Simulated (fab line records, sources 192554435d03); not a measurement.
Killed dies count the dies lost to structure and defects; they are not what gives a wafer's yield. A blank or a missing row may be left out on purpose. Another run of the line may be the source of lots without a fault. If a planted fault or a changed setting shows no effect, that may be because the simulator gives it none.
A struck lot beside a sound one :: flow n5Finfet :: 23 out of 1938 route steps
Sound: these wafers, L875.1, L875.2, L875.6. Struck: wafers L859.1, L859.6 (left out: L859.3, a lot-mate that was not struck); the cause follows at the end.
Order at every step that has rows: each side's tool, ch and its chambers, its first start. Under that, the readings that differ: sound wafers :: struck wafers :: difference of the means :: sigmas: that difference in standard deviations of wafers without a fault.
alike: readings with means less than 2 such deviations apart, plus words and numbers identical on both sides. not compared: withheld readings, readings lacking a value on some wafer, bounds such as >300 that could conceal the same value, and numbers that have no deviation in the record and whose values overlap.
The two part at a step that has a row with sigmas, a row that says differs or no value, or rows on one side only. Non-overlapping numbers with no deviation appear without sigmas and do not part them. A reading that every wafer of one side lacks parts them only if that side has two wafers or more.

first, 9 steps without rows for these wafers: N5_MOL_CONTACT_COAG_SPUTTER_130 (material Co, target thk 47.5 nm); N5_MOL_CONTACT_COAG_PRECLEAN_125 (cleans in DIW, time 57.5 s); N5_MOL_CONTACT_COAG_SRD_126 (dry time 32 s); N5_MOL_CONTACT_COAG_CMP_23 (polishes, stops on SiO2, t overpolish 1.5 s, target thk 0 nm); N5_MOL_CONTACT_COAG_WET_ETCH_26 (target Co, target depth 13 nm); N5_MOL_CONTACT_COAG_WET_ETCH_116 (etches the open film in SC1-inhibited, target depth 4.6 nm, rinse time 30 s); N5_MOL_CONTACT_COAG_ALD_27 (deposits SiOC, target thk 17 nm, pulse time 1.5 s, time 2720 s); N5_MOL_CONTACT_COAG_CMP_28 (polishes, stops on SiNx, t overpolish 0.85 s, target thk 14.522 nm); N5_MOL_CONTACT_COAG_ALD_123 (deposits SiNx, target thk 5 nm, pulse time 1 s, purge time 2 s).
N5_MOL_CONTACT_COAG_PECVD_31: deposits SiO2 from TEOS/O2, target thk 46 nm, time 8.9 s.
  sound on pecvd-02 ch 0,1, day 10 10:50; struck on pecvd-02 ch 1,2, day 6 04:55
then, 9 steps without rows for these wafers: N5_MOL_CONTACT_COAG_COAT_75 (time 60 s, resist thk 60 nm); N5_MOL_CONTACT_COAG_COAT_76 (time 60 s, resist thk 10 nm); N5_MOL_CONTACT_COAG_COAT_77 (time 60 s, resist thk 10 nm); N5_MOL_CONTACT_COAG_COAT_78 (resist thk 40 nm); N5_MOL_CONTACT_COAG_EBR_80; N5_MOL_CONTACT_COAG_SOFTBAKE_79 (time 60 s); N5_MOL_CONTACT_COAG_EXPOSE_81 (exposes mask VG, defocus 0 nm); N5_MOL_CONTACT_COAG_PEB_82 (peb time 60 s); N5_MOL_CONTACT_COAG_DEVELOP_83 (develop time 30 s).
N5_MOL_CONTACT_COAG_INSPECT_57: inspects for defects (brightfield).
  sound on defectInspect-02 at day 10 11:25; struck on defectInspect-02 at day 6 05:28
reading: rawDefectCount
sound: 104 112 127
struck: 812 808
difference: +696
sigmas: +14
then, 1 step without rows for these wafers: N5_MOL_CONTACT_COAG_DESCUM_88 (chemistry O2, time 7 s).
-- here the record skips 3 days between the struck wafers' starts before and after, leaving off in module MOL_CONTACT_COAG and picking up in module BEOL_M4 (first step shown: number 1111 of the route) --
N5_BEOL_M4_RC_MEAS_101:
  sound on prober-02 ch 0, day 12 23:18; struck on prober-02 ch 0, day 9 02:18
reading: SS_P (mV/dec)
sound: 73.7 74.2 74.7
struck: 73.2 72.7
difference: -1.2
sigmas: -2
  alike: DIBL_N, DIBL_P, IOFF_N, IOFF_P, ION_N, ION_P, SS_N, VT_N, VT_P
-- the record jumps here: 5 days lie between the struck wafers' starts before and after (it left off in module BEOL_M4 and takes up again in module PASSIVATION, whose first step shown is number 1936 of the route) --
N5_PASSIVATION_PROBE_49:
  sound on prober-01 at day 17 07:57; struck on prober-01 at day 14 05:56
reading: defectLimitedYield (%)
sound: 89.2
struck: 82.0 81.9
difference: -7.2
sigmas: -6

reading: killedAtContacts
sound: 25
struck: 128 136
difference: +107
sigmas: +18

reading: killedDies
sound: 127
struck: 212 213
difference: +86
sigmas: +6

reading: killedOnRim
sound: 10
struck: 16 25
difference: +10
sigmas: +2

reading: killedOpen
sound: 89
struck: 64 65
difference: -24
sigmas: -2

reading: sort_bin_5_function (%)
sound: 6.2
struck: 11.4 11.8
difference: +5.4
sigmas: +7

reading: sortNPass
sound: 1053
struck: 968 967
difference: -86
sigmas: -6

reading: sortYieldPct (%)
sound: 89.2
struck: 82.0 81.9
difference: -7.2
sigmas: -6
  alike: killed_at_M0_to_M3, killed_at_M4_up, killedAtFrontEnd, killedAtOther, killedShort, sort_bin_6_memory

## WHERE THEY PART
Earliest at N5_MOL_CONTACT_COAG_INSPECT_57; latest, in this record, at N5_PASSIVATION_PROBE_49.

WHY: what the simulator had put in
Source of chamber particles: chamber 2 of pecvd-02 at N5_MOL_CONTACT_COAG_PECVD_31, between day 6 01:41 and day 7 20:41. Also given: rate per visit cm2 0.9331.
